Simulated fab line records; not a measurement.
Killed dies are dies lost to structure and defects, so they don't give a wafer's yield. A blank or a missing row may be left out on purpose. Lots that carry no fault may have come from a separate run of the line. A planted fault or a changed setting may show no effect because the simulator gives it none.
fab line records :: flow nand-harc :: part 2 of 2: steps 22 to 30 of 30
[record]
  lots = 5
  wafers = 15
  last-day = 32
route steps=1302 shown A_CHANNEL_HOLE_D1@478 A_CHANNEL_FILL_D1@490
lots that met no fault: taken from a fault-free run of the same line
start-h: the number of hours between the record's first day and the start of the first shown wafer of the lot :: wait-h: hours from the lot's prior step to this one :: " same as the row above :: L1.1+2: a single row standing in for several wafers :: - value missing, or start not given :: * or withheld: withheld :: < > ~ a bound
route shown NAME@n: NAME is a module with steps in the file, n the number in the route of the first one :: usual: mean and standard deviation over wafers with no fault :: same: alike in all rows :: chamber/n: place in a boat :: sites: per-site readings :: _std_site: the values' standard deviation :: _edge_site: the outer-site mean with the inner-site mean subtracted :: radius-mm: how far each site lies from the wafer's centre :: mask NAME#n: copy n :: behind: the last tool/chamber to shape the wafer :: hold: why the lot went on hold/how many hours it stayed there/how the hold came to an end :: device: names the non-switching transistor (n, p or np) :: end of line: at the end of the route, the tests of the same wafers :: where a step has no rows: the recipe by itself :: killed: not the wafer's yield, but the dies lost to structure and defects at the first sort :: map: per-die view of a wafer (x killed, . not killed, _ where there is no die)
set.NAME: setting as actually run; set.NAME@STEP: the setting as run at that earlier step :: model.NAME: the simulator's own value behind a step, which no gauge read
certain route steps with their lots: each step a table, each wafer a row
services: a tool's chamber out of use, with start hour (start-h, from the record's first day; less than 0 if before it), hours out, and reason
[[steps]]
[step NHARC_A_CHANNEL_FILL_D1_ETCHBACK_19]
[recipe]
  target-depth-a = 50
  time-s = 1.7
  hbr-flow-sccm = 150
  cl2-flow-sccm = 50
  rf-w = 400
  icp-w = 400
  bias-w = 100
  chemistry = HBr/Cl2
[usual]
  drypump-motor-current-A = 5.7/0.44
  he-backside-leak-sccm = 2.72/0.26
  oes-product-au = 1.001/0.014
  throttle-valve-pct = 26.406/0.01
lot.wafer: L078.4
tool: rie-si-02
chamber: 0
start-h: 252.74
wait-h: 0.4
drypump-motor-current-A: 5.4
he-backside-leak-sccm: 2.70
oes-product-au: 0.998
rf-hours-counter-h: 0.9
throttle-valve-pct: 26.406

lot.wafer: L078.3
tool: rie-si-02
chamber: 2
start-h: 252.74
wait-h: 0.4
drypump-motor-current-A: 6.2
he-backside-leak-sccm: 2.89
oes-product-au: 1.023
rf-hours-counter-h: 1.0
throttle-valve-pct: 26.413

lot.wafer: L078.5
tool: rie-si-02
chamber: 0
start-h: 252.74
wait-h: 0.4
drypump-motor-current-A: 5.4
he-backside-leak-sccm: 2.78
oes-product-au: 1.014
rf-hours-counter-h: -
throttle-valve-pct: 26.382

lot.wafer: L086.2
tool: rie-si-02
chamber: 3
start-h: 333.29
wait-h: 0.4
drypump-motor-current-A: 6.0
he-backside-leak-sccm: 2.69
oes-product-au: 1.000
rf-hours-counter-h: 0.4
throttle-valve-pct: 26.393

lot.wafer: L086.6
tool: rie-si-02
chamber: 3
start-h: 333.29
wait-h: 0.4
drypump-motor-current-A: 6.0
he-backside-leak-sccm: 2.78
oes-product-au: 0.994
rf-hours-counter-h: -
throttle-valve-pct: 26.401

lot.wafer: L086.5
tool: rie-si-02
chamber: 0
start-h: 333.29
wait-h: 0.4
drypump-motor-current-A: 5.4
he-backside-leak-sccm: 2.91
oes-product-au: 0.984
rf-hours-counter-h: -
throttle-valve-pct: 26.393

lot.wafer: L089.1
tool: rie-si-02
chamber: 3
start-h: 358.93
wait-h: 0.4
drypump-motor-current-A: 6.0
he-backside-leak-sccm: 2.71
oes-product-au: 0.993
rf-hours-counter-h: 0.5
throttle-valve-pct: 26.404

lot.wafer: L089.3
tool: rie-si-02
chamber: 1
start-h: 358.93
wait-h: 0.4
drypump-motor-current-A: 5.6
he-backside-leak-sccm: 2.65
oes-product-au: 0.994
rf-hours-counter-h: 0.5
throttle-valve-pct: 26.418

lot.wafer: L089.6
tool: rie-si-02
chamber: 3
start-h: 358.93
wait-h: 0.4
drypump-motor-current-A: 6.0
he-backside-leak-sccm: 2.75
oes-product-au: 0.981
rf-hours-counter-h: -
throttle-valve-pct: 26.408

lot.wafer: L094.4
tool: rie-si-02
chamber: 0
start-h: 412.00
wait-h: 0.4
drypump-motor-current-A: 5.4
he-backside-leak-sccm: 2.73
oes-product-au: 1.005
rf-hours-counter-h: 0.7
throttle-valve-pct: 26.406

lot.wafer: L094.6
tool: rie-si-02
chamber: 2
start-h: 412.00
wait-h: 0.4
drypump-motor-current-A: 6.2
he-backside-leak-sccm: 2.88
oes-product-au: 1.002
rf-hours-counter-h: -
throttle-valve-pct: 26.400

lot.wafer: L094.5
tool: rie-si-02
chamber: 3
start-h: 412.00
wait-h: 0.4
drypump-motor-current-A: 6.0
he-backside-leak-sccm: 2.62
oes-product-au: 0.996
rf-hours-counter-h: -
throttle-valve-pct: 26.417

lot.wafer: L097.2
tool: rie-si-03
chamber: 2
start-h: 440.64
wait-h: 0.4
drypump-motor-current-A: 5.9
he-backside-leak-sccm: 2.86
oes-product-au: 1.011
rf-hours-counter-h: 0.1
throttle-valve-pct: 26.410

lot.wafer: L097.4
tool: rie-si-03
chamber: 3
start-h: 440.64
wait-h: 0.4
drypump-motor-current-A: 6.4
he-backside-leak-sccm: 2.60
oes-product-au: 0.971
rf-hours-counter-h: 0.2
throttle-valve-pct: 26.404

lot.wafer: L097.6
tool: rie-si-03
chamber: 2
start-h: 440.64
wait-h: 0.4
drypump-motor-current-A: 5.9
he-backside-leak-sccm: 2.80
oes-product-au: 1.006
rf-hours-counter-h: -
throttle-valve-pct: 26.392
[step NHARC_A_CHANNEL_FILL_D1_ETCHBACK_20]
[recipe]
  target-depth-a = 270
  time-s = 13.5
  c4f8-flow-sccm = withheld
  o2-flow-sccm = 8
  ar-flow-sccm = withheld
  rf-w = 600
  bias-w = 1500
  chemistry = C4F8/O2/Ar
[usual]
  oes-product-au = 0.95/0.036
  rf-vpp-V = 980/4.8
lot.wafer: L078.4
tool: rie-diel-13
chamber: 3
start-h: 252.86
wait-h: -
oes-product-au: 0.97
rf-hours-counter-h: 6.2
rf-vpp-V: 969

lot.wafer: L078.3
tool: rie-diel-13
chamber: 1
start-h: 252.86
wait-h: -
oes-product-au: 0.98
rf-hours-counter-h: 7.4
rf-vpp-V: 979

lot.wafer: L078.5
tool: rie-diel-13
chamber: 3
start-h: 252.86
wait-h: -
oes-product-au: 0.97
rf-hours-counter-h: -
rf-vpp-V: 970

lot.wafer: L086.2
tool: rie-diel-13
chamber: 2
start-h: 333.45
wait-h: -
oes-product-au: 0.93
rf-hours-counter-h: 12.5
rf-vpp-V: 984

lot.wafer: L086.6
tool: rie-diel-13
chamber: 3
start-h: 333.45
wait-h: -
oes-product-au: 0.93
rf-hours-counter-h: -
rf-vpp-V: 970

lot.wafer: L086.5
tool: rie-diel-13
chamber: 0
start-h: 333.45
wait-h: -
oes-product-au: 0.92
rf-hours-counter-h: -
rf-vpp-V: 973

lot.wafer: L089.1
tool: rie-diel-13
chamber: 3
start-h: 359.06
wait-h: -
oes-product-au: 1.01
rf-hours-counter-h: 0.6
rf-vpp-V: 969

lot.wafer: L089.3
tool: rie-diel-13
chamber: 2
start-h: 359.06
wait-h: -
oes-product-au: 1.00
rf-hours-counter-h: 1.1
rf-vpp-V: 984

lot.wafer: L089.6
tool: rie-diel-13
chamber: 0
start-h: 359.06
wait-h: -
oes-product-au: 0.99
rf-hours-counter-h: -
rf-vpp-V: 974

lot.wafer: L094.4
tool: rie-diel-13
chamber: 2
start-h: 412.11
wait-h: -
oes-product-au: 0.99
rf-hours-counter-h: 4.7
rf-vpp-V: 983

lot.wafer: L094.6
tool: rie-diel-13
chamber: 1
start-h: 412.11
wait-h: -
oes-product-au: 1.01
rf-hours-counter-h: -
rf-vpp-V: 980

lot.wafer: L094.5
tool: rie-diel-13
chamber: 2
start-h: 412.11
wait-h: -
oes-product-au: 1.00
rf-hours-counter-h: -
rf-vpp-V: 983

lot.wafer: L097.2
tool: rie-diel-13
chamber: 2
start-h: 440.78
wait-h: -
oes-product-au: 0.93
rf-hours-counter-h: 5.2
rf-vpp-V: 984

lot.wafer: L097.4
tool: rie-diel-13
chamber: 0
start-h: 440.78
wait-h: -
oes-product-au: 0.92
rf-hours-counter-h: 5.4
rf-vpp-V: 973

lot.wafer: L097.6
tool: rie-diel-13
chamber: 1
start-h: 440.78
wait-h: -
oes-product-au: 0.93
rf-hours-counter-h: -
rf-vpp-V: 979
[step NHARC_A_CHANNEL_FILL_D1_STRIP_28]
[recipe]
  time-s = 20
  o2-flow-sccm = 500
  ar-flow-sccm = 0
  bias-w = 0
  chemistry = O2
[usual]
  drypump-motor-current-A = 5.9/0.38
  mfc-ar-sccm = 0.013/0.014
  oes-product-au = 1.001/0.013
  rf-vpp-V = 57.8/0.87
  showerhead-plenum-p-Torr = 3.59/0.11
  throttle-valve-pct = 17.036/0.0088
lot.wafer: L078.3
tool: rie-diel-13
chamber: 1
start-h: 252.96
wait-h: 0.1
drypump-motor-current-A: 6.0
mfc-ar-sccm: 0
oes-product-au: 1.016
rf-hours-counter-h: 7.4
rf-vpp-V: 56.9
showerhead-plenum-p-Torr: 3.58
throttle-valve-pct: 17.030

lot.wafer: L078.4
tool: rie-diel-13
chamber: 0
start-h: 252.96
wait-h: 0.1
drypump-motor-current-A: 5.8
mfc-ar-sccm: 0.009
oes-product-au: 0.997
rf-hours-counter-h: 6.5
rf-vpp-V: 57.8
showerhead-plenum-p-Torr: 3.41
throttle-valve-pct: 17.060

lot.wafer: L078.5
tool: rie-diel-13
chamber: 2
start-h: 252.96
wait-h: 0.1
drypump-motor-current-A: 5.7
mfc-ar-sccm: 0
oes-product-au: 1.001
rf-hours-counter-h: -
rf-vpp-V: 57.1
showerhead-plenum-p-Torr: 3.67
throttle-valve-pct: 17.040

lot.wafer: L086.2
tool: rie-diel-13
chamber: 1
start-h: 333.52
wait-h: 0.1
drypump-motor-current-A: 6.0
mfc-ar-sccm: 0
oes-product-au: 1.002
rf-hours-counter-h: 13.4
rf-vpp-V: 57.7
showerhead-plenum-p-Torr: 3.58
throttle-valve-pct: 17.051

lot.wafer: L086.5
tool: rie-diel-13
chamber: 3
start-h: 333.52
wait-h: 0.1
drypump-motor-current-A: 5.6
mfc-ar-sccm: 0
oes-product-au: 1.002
rf-hours-counter-h: -
rf-vpp-V: 55.1
showerhead-plenum-p-Torr: 3.31
throttle-valve-pct: 17.026

lot.wafer: L086.6
tool: rie-diel-13
chamber: 0
start-h: 333.52
wait-h: 0.1
drypump-motor-current-A: 5.8
mfc-ar-sccm: 0.009
oes-product-au: 0.992
rf-hours-counter-h: -
rf-vpp-V: 58.8
showerhead-plenum-p-Torr: 3.41
throttle-valve-pct: 17.027

lot.wafer: L089.1
tool: rie-diel-13
chamber: 1
start-h: 359.15
wait-h: 0.1
drypump-motor-current-A: 6.0
mfc-ar-sccm: 0
oes-product-au: 1.010
rf-hours-counter-h: 1.1
rf-vpp-V: 58.7
showerhead-plenum-p-Torr: 3.57
throttle-valve-pct: 17.040

lot.wafer: L089.3
tool: rie-diel-13
chamber: 3
start-h: 359.15
wait-h: 0.1
drypump-motor-current-A: 5.5
mfc-ar-sccm: 0
oes-product-au: 1.013
rf-hours-counter-h: 0.6
rf-vpp-V: 58.5
showerhead-plenum-p-Torr: 3.31
throttle-valve-pct: 17.036

lot.wafer: L089.6
tool: rie-diel-13
chamber: 2
start-h: 359.15
wait-h: 0.1
drypump-motor-current-A: 5.7
mfc-ar-sccm: 0
oes-product-au: 1.013
rf-hours-counter-h: -
rf-vpp-V: 58.4
showerhead-plenum-p-Torr: 3.67
throttle-valve-pct: 17.040

lot.wafer: L094.4
tool: rie-diel-13
chamber: 1
start-h: 412.20
wait-h: 0.1
drypump-motor-current-A: 6.0
mfc-ar-sccm: 0
oes-product-au: 1.013
rf-hours-counter-h: 5.6
rf-vpp-V: 59.3
showerhead-plenum-p-Torr: 3.57
throttle-valve-pct: 17.042

lot.wafer: L094.6
tool: rie-diel-13
chamber: 1
start-h: 412.20
wait-h: 0.1
drypump-motor-current-A: 6.0
mfc-ar-sccm: 0
oes-product-au: 1.027
rf-hours-counter-h: -
rf-vpp-V: 58.0
showerhead-plenum-p-Torr: 3.57
throttle-valve-pct: 17.044

lot.wafer: L094.5
tool: rie-diel-13
chamber: 2
start-h: 412.20
wait-h: 0.1
drypump-motor-current-A: 5.7
mfc-ar-sccm: 0
oes-product-au: 1.015
rf-hours-counter-h: -
rf-vpp-V: 59.4
showerhead-plenum-p-Torr: 3.67
throttle-valve-pct: 17.033

lot.wafer: L097.2
tool: rie-diel-13
chamber: 2
start-h: 440.86
wait-h: 0.1
drypump-motor-current-A: 5.7
mfc-ar-sccm: 0
oes-product-au: 1.021
rf-hours-counter-h: 5.2
rf-vpp-V: 58.2
showerhead-plenum-p-Torr: 3.67
throttle-valve-pct: 17.047

lot.wafer: L097.4
tool: rie-diel-13
chamber: 0
start-h: 440.86
wait-h: 0.1
drypump-motor-current-A: 5.8
mfc-ar-sccm: 0.009
oes-product-au: 1.008
rf-hours-counter-h: 5.4
rf-vpp-V: 57.1
showerhead-plenum-p-Torr: 3.40
throttle-valve-pct: 17.027

lot.wafer: L097.6
tool: rie-diel-13
chamber: 1
start-h: 440.86
wait-h: 0.1
drypump-motor-current-A: 6.0
mfc-ar-sccm: 0
oes-product-au: 1.025
rf-hours-counter-h: -
rf-vpp-V: 59.5
showerhead-plenum-p-Torr: 3.57
throttle-valve-pct: 17.053
[step NHARC_A_CHANNEL_FILL_D1_PRECLEAN_21]
[recipe]
  time-s = 30
  chemistry = dHF
lot.wafer: L078.5+3+4
tool: wet-bench-01
chamber: 4,5,6
start-h: 253.07
wait-h: -

lot.wafer: L086.6+2+5
tool: wet-bench-01
chamber: 6,7,1
start-h: 333.62
wait-h: -

lot.wafer: L089.3+6+1
tool: wet-bench-01
chamber: 1,3,4
start-h: 359.25
wait-h: -

lot.wafer: L094.5+6+4
tool: wet-bench-01
chamber: 0,2,5
start-h: 412.29
wait-h: -

lot.wafer: L097.6+2+4
tool: wet-bench-09
chamber: 3,5,7
start-h: 440.95
wait-h: -
[step NHARC_A_CHANNEL_FILL_D1_SRD_23]
lot.wafer: L078.5+3+4
tool: wet-bench-01
chamber: 4,5,6
start-h: 253.08
wait-h: 0.0

lot.wafer: L086.6+2+5
tool: wet-bench-01
chamber: 6,7,1
start-h: 333.64
wait-h: 0.0

lot.wafer: L089.3+6+1
tool: wet-bench-01
chamber: 1,3,4
start-h: 359.27
wait-h: 0.0

lot.wafer: L094.5+6+4
tool: wet-bench-01
chamber: 0,2,5
start-h: 412.32
wait-h: 0.0

lot.wafer: L097.6+2+4
tool: wet-bench-09
chamber: 3,5,7
start-h: 440.98
wait-h: 0.0
[step NHARC_A_CHANNEL_FILL_D1_CVD_05]
[recipe]
  target-thk-a = 50
  temp-c = 550
  material = poly-Si
[usual]
  spike-tc-upper-C = 550.7/1
lot.wafer: L078.3
tool: lpcvd-poly-02
chamber: 0
start-h: 255.53
wait-h: 2.4
spike-tc-upper-C: 551.3

lot.wafer: L078.4
tool: lpcvd-poly-02
chamber: 0
start-h: 255.53
wait-h: 2.4
spike-tc-upper-C: 548.8

lot.wafer: L078.5
tool: lpcvd-poly-02
chamber: 0
start-h: 255.53
wait-h: 2.4
spike-tc-upper-C: 550.6

lot.wafer: L086.2
tool: lpcvd-poly-01
chamber: 0
start-h: 335.98
wait-h: 2.3
spike-tc-upper-C: 552.2

lot.wafer: L086.5
tool: lpcvd-poly-01
chamber: 0
start-h: 335.98
wait-h: 2.3
spike-tc-upper-C: 550.0

lot.wafer: L086.6
tool: lpcvd-poly-01
chamber: 0
start-h: 335.98
wait-h: 2.3
spike-tc-upper-C: 550.3

lot.wafer: L089.1
tool: lpcvd-poly-03
chamber: 0
start-h: 361.58
wait-h: 2.3
spike-tc-upper-C: 549.9

lot.wafer: L089.3
tool: lpcvd-poly-03
chamber: 0
start-h: 361.58
wait-h: 2.3
spike-tc-upper-C: 551.5

lot.wafer: L089.6
tool: lpcvd-poly-03
chamber: 0
start-h: 361.58
wait-h: 2.3
spike-tc-upper-C: 550.0

lot.wafer: L094.4
tool: lpcvd-poly-02
chamber: 0
start-h: 414.77
wait-h: 2.4
spike-tc-upper-C: 553.1

lot.wafer: L094.5
tool: lpcvd-poly-02
chamber: 0
start-h: 414.77
wait-h: 2.4
spike-tc-upper-C: 550.0

lot.wafer: L094.6
tool: lpcvd-poly-02
chamber: 0
start-h: 414.77
wait-h: 2.4
spike-tc-upper-C: 549.8

lot.wafer: L097.2
tool: lpcvd-poly-03
chamber: 0
start-h: 443.25
wait-h: 2.3
spike-tc-upper-C: 551.5

lot.wafer: L097.4
tool: lpcvd-poly-03
chamber: 0
start-h: 443.25
wait-h: 2.3
spike-tc-upper-C: 551.5

lot.wafer: L097.6
tool: lpcvd-poly-03
chamber: 0
start-h: 443.25
wait-h: 2.3
spike-tc-upper-C: 551.1
[step NHARC_A_CHANNEL_FILL_D1_ANNEAL_22]
[recipe]
  temp-c = 620
  time-s = 7200
[usual]
  spike-tc-upper-C = 620.3/0.99
lot.wafer: L078.3
tool: furnace-01
chamber: 0
start-h: 260.73
wait-h: 3.3
spike-tc-upper-C: 620.6

lot.wafer: L078.4
tool: furnace-01
chamber: 0
start-h: 260.73
wait-h: 3.3
spike-tc-upper-C: 619.0

lot.wafer: L078.5
tool: furnace-01
chamber: 0
start-h: 260.73
wait-h: 3.3
spike-tc-upper-C: 620.9

lot.wafer: L086.2
tool: furnace-05
chamber: 0
start-h: 341.30
wait-h: 3.5
spike-tc-upper-C: 619.7

lot.wafer: L086.5
tool: furnace-05
chamber: 0
start-h: 341.30
wait-h: 3.5
spike-tc-upper-C: 619.7

lot.wafer: L086.6
tool: furnace-05
chamber: 0
start-h: 341.30
wait-h: 3.5
spike-tc-upper-C: 620.5

lot.wafer: L089.1
tool: furnace-01
chamber: 0
start-h: 368.68
wait-h: 5.2
spike-tc-upper-C: 620.9

lot.wafer: L089.3
tool: furnace-01
chamber: 0
start-h: 368.68
wait-h: 5.2
spike-tc-upper-C: 619.0

lot.wafer: L089.6
tool: furnace-01
chamber: 0
start-h: 368.68
wait-h: 5.2
spike-tc-upper-C: 621.8

lot.wafer: L094.4
tool: furnace-02
chamber: 0
start-h: 420.03
wait-h: 3.4
spike-tc-upper-C: 619.2

lot.wafer: L094.5
tool: furnace-02
chamber: 0
start-h: 420.03
wait-h: 3.4
spike-tc-upper-C: 619.0

lot.wafer: L094.6
tool: furnace-02
chamber: 0
start-h: 420.03
wait-h: 3.4
spike-tc-upper-C: 619.7

lot.wafer: L097.2
tool: furnace-01
chamber: 0
start-h: 448.42
wait-h: 3.3
spike-tc-upper-C: 620.1

lot.wafer: L097.4
tool: furnace-01
chamber: 0
start-h: 448.42
wait-h: 3.3
spike-tc-upper-C: 619.5

lot.wafer: L097.6
tool: furnace-01
chamber: 0
start-h: 448.42
wait-h: 3.3
spike-tc-upper-C: 620.0
[step NHARC_A_CHANNEL_FILL_D1_ALD_25]
[recipe]
  target-thk-a = 600
  pulse-time-s = 10
  ald-cycles = 600
  temp-c = 300
  material = SiOx
[usual]
  heater-power-w = 498/45
  precursor-pulse-height-rel = 0.999/0.019
[same]
  pulse-time-s = 10
lot.wafer: L078.4
tool: ald-hk-02
chamber: 0
start-h: 265.96
wait-h: 1.3
heater-power-w: 466
precursor-pulse-height-rel: 0.998

lot.wafer: L078.3
tool: ald-hk-02
chamber: 1
start-h: 265.96
wait-h: 1.3
heater-power-w: 448
precursor-pulse-height-rel: 0.994

lot.wafer: L078.5
tool: ald-hk-02
chamber: 3
start-h: 267.81
wait-h: 3.1
heater-power-w: 458
precursor-pulse-height-rel: 1.000

lot.wafer: L086.2
tool: ald-hk-04
chamber: 3
start-h: 347.17
wait-h: 1.8
heater-power-w: 486
precursor-pulse-height-rel: 0.996

lot.wafer: L086.5
tool: ald-hk-04
chamber: 1
start-h: 348.40
wait-h: 3.1
heater-power-w: 424
precursor-pulse-height-rel: 1.046

lot.wafer: L086.6
tool: ald-hk-04
chamber: 2
start-h: 348.40
wait-h: 3.1
heater-power-w: 485
precursor-pulse-height-rel: 1.000

lot.wafer: L089.3
tool: ald-hk-03
chamber: 1
start-h: 372.74
wait-h: 0.1
heater-power-w: 579
precursor-pulse-height-rel: 0.989

lot.wafer: L089.1
tool: ald-hk-03
chamber: 3
start-h: 373.98
wait-h: 1.3
heater-power-w: 590
precursor-pulse-height-rel: 1.038

lot.wafer: L089.6
tool: ald-hk-03
chamber: 2
start-h: 375.84
wait-h: 3.1
heater-power-w: 493
precursor-pulse-height-rel: 1.029

lot.wafer: L094.4
tool: ald-hk-02
chamber: 1
start-h: 424.64
wait-h: 0.7
heater-power-w: 456
precursor-pulse-height-rel: 1.018

lot.wafer: L094.6
tool: ald-hk-02
chamber: 0
start-h: 426.47
wait-h: 2.5
heater-power-w: 443
precursor-pulse-height-rel: 0.979

lot.wafer: L094.5
tool: ald-hk-02
chamber: 1
start-h: 426.47
wait-h: 2.5
heater-power-w: 440
precursor-pulse-height-rel: 1.012

lot.wafer: L097.2
tool: ald-hk-03
chamber: 1
start-h: 452.42
wait-h: 0.1
heater-power-w: 509
precursor-pulse-height-rel: 0.975

lot.wafer: L097.4
tool: ald-hk-03
chamber: 0
start-h: 454.27
wait-h: 1.9
heater-power-w: 530
precursor-pulse-height-rel: 1.004

lot.wafer: L097.6
tool: ald-hk-03
chamber: 1
start-h: 454.27
wait-h: 1.9
heater-power-w: 510
precursor-pulse-height-rel: 1.012
[step NHARC_A_CHANNEL_FILL_D1_ETCHBACK_08]
[recipe]
  target-depth-a = 2200
  time-s = 110
  c4f8-flow-sccm = 20
  ar-flow-sccm = withheld
  rf-w = 600
  bias-w = 300
  chemistry = C4F8
[usual]
  oes-product-au = 0.95/0.039
  rf-vpp-V = 441.7/2.2
lot.wafer: L078.4
tool: rie-diel-03
chamber: 3
start-h: -
wait-h: -
oes-product-au: 0.93
rf-hours-counter-h: 7.7
rf-vpp-V: 440.6

lot.wafer: L078.3
tool: rie-diel-03
chamber: 1
start-h: -
wait-h: -
oes-product-au: 0.92
rf-hours-counter-h: 7.7
rf-vpp-V: 440.1

lot.wafer: L078.5
tool: rie-diel-03
chamber: 3
start-h: -
wait-h: -
oes-product-au: 0.94
rf-hours-counter-h: -
rf-vpp-V: 441.0

lot.wafer: L086.2
tool: rie-diel-13
chamber: 2
start-h: -
wait-h: -
oes-product-au: 1.01
rf-hours-counter-h: 0.0
rf-vpp-V: 443.5

lot.wafer: L086.5
tool: rie-diel-13
chamber: 1
start-h: -
wait-h: -
oes-product-au: 1.02
rf-hours-counter-h: -
rf-vpp-V: 441.2

lot.wafer: L086.6
tool: rie-diel-13
chamber: 2
start-h: -
wait-h: -
oes-product-au: 1.01
rf-hours-counter-h: -
rf-vpp-V: 442.9

lot.wafer: L089.1
tool: rie-diel-11
chamber: 1
start-h: -
wait-h: -
oes-product-au: 0.94
rf-hours-counter-h: 6.2
rf-vpp-V: 443.3

lot.wafer: L089.3
tool: rie-diel-11
chamber: 0
start-h: -
wait-h: -
oes-product-au: 0.93
rf-hours-counter-h: 7.0
rf-vpp-V: 438.8

lot.wafer: L089.6
tool: rie-diel-11
chamber: 1
start-h: -
wait-h: -
oes-product-au: 0.95
rf-hours-counter-h: -
rf-vpp-V: 444.0

lot.wafer: L094.4
tool: rie-diel-03
chamber: 3
start-h: -
wait-h: -
oes-product-au: 0.93
rf-hours-counter-h: 6.8
rf-vpp-V: 440.3

lot.wafer: L094.5
tool: rie-diel-03
chamber: 1
start-h: -
wait-h: -
oes-product-au: 0.92
rf-hours-counter-h: -
rf-vpp-V: 439.8

lot.wafer: L094.6
tool: rie-diel-03
chamber: 2
start-h: -
wait-h: -
oes-product-au: 0.91
rf-hours-counter-h: -
rf-vpp-V: 444.4

lot.wafer: L097.4
tool: rie-diel-11
chamber: 2
start-h: -
wait-h: -
oes-product-au: 1.02
rf-hours-counter-h: 1.4
rf-vpp-V: 441.8

lot.wafer: L097.2
tool: rie-diel-11
chamber: 3
start-h: -
wait-h: -
oes-product-au: 1.01
rf-hours-counter-h: 1.1
rf-vpp-V: 443.4

lot.wafer: L097.6
tool: rie-diel-11
chamber: 0
start-h: -
wait-h: -
oes-product-au: 1.00
rf-hours-counter-h: -
rf-vpp-V: 438.6
[[services]]
tool: furnace-01
chamber: -
start-h: 207.29
hours: 26.0
kind: pm

tool: wet-bench-03
chamber: -
start-h: 210.40
hours: 8.0
kind: pm

tool: ald-hk-03
chamber: -
start-h: 212.68
hours: 10.0
kind: pm

tool: ald-hk-02
chamber: -
start-h: 226.96
hours: 0.2
kind: repair

tool: ald-hk-02
chamber: -
start-h: 234.62
hours: 0.8
kind: repair

tool: rie-diel-06
chamber: 1
start-h: 252.93
hours: 42.4
kind: repair

tool: rie-diel-13
chamber: -
start-h: 254.43
hours: 1.1
kind: repair

tool: wet-bench-01
chamber: -
start-h: 277.60
hours: 8.0
kind: pm

tool: rie-diel-06
chamber: 3
start-h: 287.12
hours: 1.3
kind: repair

tool: rie-diel-07
chamber: -
start-h: 288.93
hours: 0.6
kind: repair

tool: rie-diel-07
chamber: -
start-h: 294.20
hours: 9.0
kind: pm

tool: wet-bench-01
chamber: -
start-h: 296.20
hours: 3.3
kind: repair

tool: ald-hk-02
chamber: -
start-h: 302.21
hours: 1.1
kind: repair

tool: rie-diel-06
chamber: -
start-h: 307.37
hours: 9.0
kind: pm

tool: wet-bench-03
chamber: -
start-h: 335.07
hours: 4.2
kind: repair

tool: rie-diel-13
chamber: -
start-h: 342.00
hours: 9.0
kind: pm

tool: wet-bench-09
chamber: -
start-h: 352.80
hours: 8.0
kind: pm

tool: ald-hk-04
chamber: -
start-h: 374.28
hours: 0.5
kind: repair

tool: rie-diel-06
chamber: -
start-h: 384.12
hours: 1.8
kind: repair

tool: wet-bench-03
chamber: -
start-h: 386.40
hours: 8.0
kind: pm

tool: rie-diel-13
chamber: -
start-h: 416.05
hours: 0.4
kind: repair

tool: wet-bench-01
chamber: -
start-h: 418.36
hours: 1.7
kind: repair

tool: ald-hk-04
chamber: -
start-h: 433.54
hours: 10.0
kind: pm

tool: wet-bench-01
chamber: -
start-h: 453.60
hours: 8.0
kind: pm
